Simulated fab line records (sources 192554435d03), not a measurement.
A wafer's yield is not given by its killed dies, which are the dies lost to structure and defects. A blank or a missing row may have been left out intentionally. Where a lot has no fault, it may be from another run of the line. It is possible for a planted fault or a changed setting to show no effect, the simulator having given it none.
A single fault, viewed from 2 desks | flow n5_finfet | each desk holds nothing but its own numbers, with what lay behind them at the end

## THE TOOL OWNER'S DESK: cvd_co-01
The tool's own readings at N5_BEOL_M1_CVD_47 (deposits Co from CCTBA/H2, target thk 3 nm, time 223.8 s): means of the sampled wafers that have a number, for each lot that ran on this tool. Marked OUT: a lot whose mean sits more than 4 standard deviations from the usual mean, which makes it out of limits; the brackets give that distance.
Columns: A = run_length_s at N5_BEOL_M1_CVD_47, usual 246.6 s
lot  | first seen here | A
L679 | day 8 07:14     | 247.3
L684 | day 9 21:16     | 213.1 (-55) OUT
L688 | day 10 09:29    | 196.8 (-82) OUT
L690 | day 11 04:25    | 197.7 (-80) OUT
This desk's finding: out of limits on L684, L688, L690; first on L684, day 9 21:16 (run_length_s at N5_BEOL_M1_CVD_47). L679 stayed within limits.

## METROLOGY DESK
What the gauges read, lot by lot, whatever tool the lot ran on: means of the sampled wafers that have a number. Marked OUT: a lot whose mean sits more than 4 standard deviations from the usual mean, which makes it out of limits; the brackets give that distance. It has 12 readings; the 7 that lie furthest out on some lot are the ones shown.
Columns: A = trench_depth_nm at N5_BEOL_M1_OCD_MEAS_38, usual 55.1 nm; B = cd_nm at N5_BEOL_M1_CD_MEAS_35, usual 18.2 nm; C = DIBL_P at N5_BEOL_M4_RC_MEAS_101, usual 36.2 mV/V; D = IOFF_P at N5_BEOL_M4_RC_MEAS_101, usual 0.21 nA/um; E = ION_P at N5_BEOL_M4_RC_MEAS_101, usual 462 uA/um; F = SS_N at N5_BEOL_M4_RC_MEAS_101, usual 71.4 mV/dec; G = VT_P at N5_BEOL_M4_RC_MEAS_101, usual -251 mV
lot  | first seen here | A    | B    | C    | D    | E   | F    | G
L672 | day 6 11:45     | 54.5 | 18.0 | 38.1 | 0.22 | 462 | 71.7 | -251
L676 | day 7 08:07     | 54.7 | 18.5 | 37.3 | 0.26 | 468 | 71.9 | -247
L679 | day 8 05:49     | 55.6 | 17.9 | 36.3 | 0.24 | 468 | 71.4 | -247
L684 | day 9 20:04     | 54.2 | 18.3 | 32.9 | 0.15 | 455 | 70.6 | -256
L686 | day 10 01:54    | 55.4 | 17.7 | 36.7 | 0.24 | 472 | 72.1 | -249
L688 | day 10 08:25    | 55.5 | 17.9 | 35.3 | 0.21 | 464 | 71.4 | -250
L690 | day 11 03:20    | 56.4 | 17.8 | 35.4 | 0.20 | 452 | 71.6 | -252
This desk's verdict: no lot among the 7 shows anything out of limits.

## PUT TOGETHER
At day 9 21:16, on L684, L688, L690, the tool owner's desk was in a position to raise an alarm.
From the metrology desk's view, nothing was out of limits.
The metrology desk has L684, L688, L690 on record, within its limits.
N5_BEOL_M1_CVD_47 was run on cvd_co-01 by each of the lots named.

## WHAT THE SIMULATOR PUT IN
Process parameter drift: cvd_co-01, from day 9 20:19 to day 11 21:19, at N5_BEOL_M1_CVD_47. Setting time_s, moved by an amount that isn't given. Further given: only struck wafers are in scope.
Struck lots among those shown: L684, L688, L690.
Delay in hours, fault start to first out-of-limits reading, by desk: the tool owner's desk at 1.
